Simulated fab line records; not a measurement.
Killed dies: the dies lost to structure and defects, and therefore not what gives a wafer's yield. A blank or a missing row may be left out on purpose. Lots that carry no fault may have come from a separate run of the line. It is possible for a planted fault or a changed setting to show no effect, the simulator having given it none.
Split-lot trial -- flow n5Finfet -- 7 lots, 21 wafers read, on a route of 1938 steps

SPLIT DETAILS
At N5_BEOL_M8_ILD_DEP_00 (deposits SiCOH lowk from DEMS/porogen, target thk 179.75 nm, time 33.4 s), the setting timeS was moved away from the recipe's 33.4 s on 4 of the 21 wafers read, by -13.5% to +6.9%. This setting was run at the recipe's value on the other wafers.

BETWEEN THE SPLIT AND THE READING: the file shows 1 step in between
- N5_BEOL_M8_CURE_74: cures SiCOH lowk, time 240 s

THE READING
M8_ILD_THK at N5_BEOL_M8_THK_MEAS_01, in nm. On this fab line, fault-free wafers typically give 155.0 nm with a standard deviation of 2 nm.

wafer,"tool, chamber at the split","timeS as run, s",against the recipe,"M8_ILD_THK, nm",against lot-mates on the recipe
L078.1,"pecvd-02, 1",33.4,recipe,152.7,-
L078.3,"pecvd-02, 2",33.4,recipe,154.7,-
L078.6,"pecvd-02, 0",33.4,recipe,156.8,-
L083.1,"pecvd-04, 2",33.4,recipe,152.4,-
L083.2,"pecvd-04, 1",33.4,recipe,153.5,-
L083.6,"pecvd-04, 0",33.4,recipe,155.6,-
L088.4,"pecvd-02, 0,2",33.4,recipe,158.0,-
L088.5,"pecvd-02, 1",33.4,recipe,157.4,-
L088.6,"pecvd-02, 0,2",33.4,recipe,157.8,-
L089.1,"pecvd-04, 2",29.93,-10.4%,138.4,-15.9
L089.3,"pecvd-04, 0",29.93,-10.4%,137.9,-16.4
L089.5,"pecvd-04, 0",33.4,recipe,154.3,-
L093.1,"pecvd-01, 1",33.4,recipe,150.2,-
L093.3,"pecvd-01, 0",35.7,+6.9%,164.8,+11.5
L093.6,"pecvd-01, 2",33.4,recipe,156.5,-
L094.1,"pecvd-02, 2",33.4,recipe,151.4,-
L094.2,"pecvd-02, 0",33.4,recipe,153.2,-
L094.5,"pecvd-02, 0",33.4,recipe,155.7,-
L096.1,"pecvd-01, 2",28.88,-13.5%,134.1,-20.7
L096.2,"pecvd-01, 1",33.4,recipe,152.8,-
L096.5,"pecvd-01, 0",33.4,recipe,156.8,-
Where a row lists several chambers, the file gives one row for several wafers and doesn't say which wafer went through which chamber.

THE FIT
A straight line over all 21 wafers: M8_ILD_THK changes by +1.55 nm for each +1% of timeS; r = +0.96; the points scatter about the line by 2.2 nm.
The same after taking each lot's own level away (the mean of its wafers on the recipe; 21 wafers): +1.56 nm for each +1%; r = +0.98; scatter 1.7 nm.
On that fit, the largest move of timeS shifts the reading by 21 nm.
From 153.35 to 157.73 nm: that is the span of the lots' own levels, equal to 2.2 times the standard deviation above.
The two slopes are in agreement: the lot-to-lot level therefore moves the slope only a little.
Check: with one of the wafers moved furthest among these (-13.5%) left out of the fit, the line predicts -21.3 nm for it against its lot-mates. Against them it came out at -20.7 nm.

THE OTHER SPLITS THESE WAFERS WENT THROUGH
Note: prior to the reading, these wafers also went through further splits. Each is held against what the fit with the lots' levels taken away leaves over:
other split on the same wafers,wafers away from the commonest value,r with M8_ILD_THK (lot level and that fit taken away)
N5_BEOL_M5_ETCH_72 sourceW,6,+0.10
N5_BEOL_M5_SPUTTER_48 timeS,8,-0.10
N5_BEOL_M6_ETCH_41 timeS,4,+0.09
N5_BEOL_M7_DEP_56 timeS,6,+0.22

THE WHOLE CHAIN: every reading that the file lists as answering this split, in the file's order
step,what it does,reading,change (the file's fit),r (the file's)
N5_BEOL_M8_ILD_DEP_00,"deposits SiCOH lowk from DEMS/porogen, target thk 179.75 nm, time 33.4 s","SiCOH_lowk_of_BEOL_M8_ILD_DEP_00.thkNm (the simulator's own value, which no gauge read)",+1.79 nm for each +1% of the setting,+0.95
N5_BEOL_M8_CURE_74,"cures SiCOH lowk, time 240 s","SiCOH_lowk_of_BEOL_M8_ILD_DEP_00.thkNm (the simulator's own value, which no gauge read)",+1.56 nm for each +1% of the setting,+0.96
N5_BEOL_M8_THK_MEAS_01,,M8_ILD_THK,+1.55 for each +1% of the setting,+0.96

THE FILE'S OWN FIT
M8_ILD_THK changes by +1.55 nm for each +1% of timeS, r = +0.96.
